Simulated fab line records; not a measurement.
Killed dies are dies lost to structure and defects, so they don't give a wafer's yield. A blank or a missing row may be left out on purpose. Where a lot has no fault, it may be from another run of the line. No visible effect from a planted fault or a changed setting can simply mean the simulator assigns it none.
Chamber matching ; flow nand harc ; rie diel-09 running NHARC_A_ZERO_WELL_ETCH_19: 4 sister chambers
The step etches the open film in N2/H2, target depth 80 nm, overetch 24 nm, time 87.88 s. 8 wafers are shown with their chamber, then 8 later ones without.

WAFERS, EACH WITH ITS CHAMBER
wafer;chamber;drypump motor current A (A);rf vpp V (V)
L717.4;2;5.3;434.4
L722.2;3;5.9;432.4
L722.3;0;6.0;431.3
L722.6;0;6.0;431.9
L723.2;1;6.0;431.4
L723.3;2;5.4;431.8
L723.4;3;6.0;434.1
L732.1;1;6.0;432.7

WAFERS WITH NO CHAMBER GIVEN
wafer;drypump motor current A (A);rf vpp V (V)
L732.5;5.9;431.6
L732.6;5.4;434.2
L733.2;6.0;429.9
L733.3;5.3;434.1
L733.4;5.9;433.6
L738.1;6.0;432.1
L738.2;5.4;434.3
L738.5;6.0;432.7

CHAMBER TAKEN BY EACH
wafer;from the rows above;in truth
L732.5;can't be placed: 3 or 0 or 1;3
L732.6;2;2
L733.2;can't be placed: 0 or 1 or 3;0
L733.3;2;2
L733.4;can't be placed: 3 or 1 or 0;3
L738.1;can't be placed: 1 or 0 or 3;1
L738.2;2;2
L738.5;can't be placed: 1 or 0 or 3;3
Placed correctly: 3 of 8. These rows do not allow placing 5 (true chamber among the candidates in 5). Placed wrongly: 0.
How it was worked out, from the rows above alone: a wafer's distance from a chamber is the root of the sum, over the readings, of the square of ((its reading less the chamber's mean) divided by the reading's scatter). If the next closest chamber is less than 2 further off than the closest, the wafer can't be placed; otherwise it belongs to the closest. Each chamber's mean is taken over the wafers shown for it. How the scatter is found: for the shown wafers, subtract from each reading the mean of its chamber, square and add these, divide the total by (wafers less chambers), then take the root.
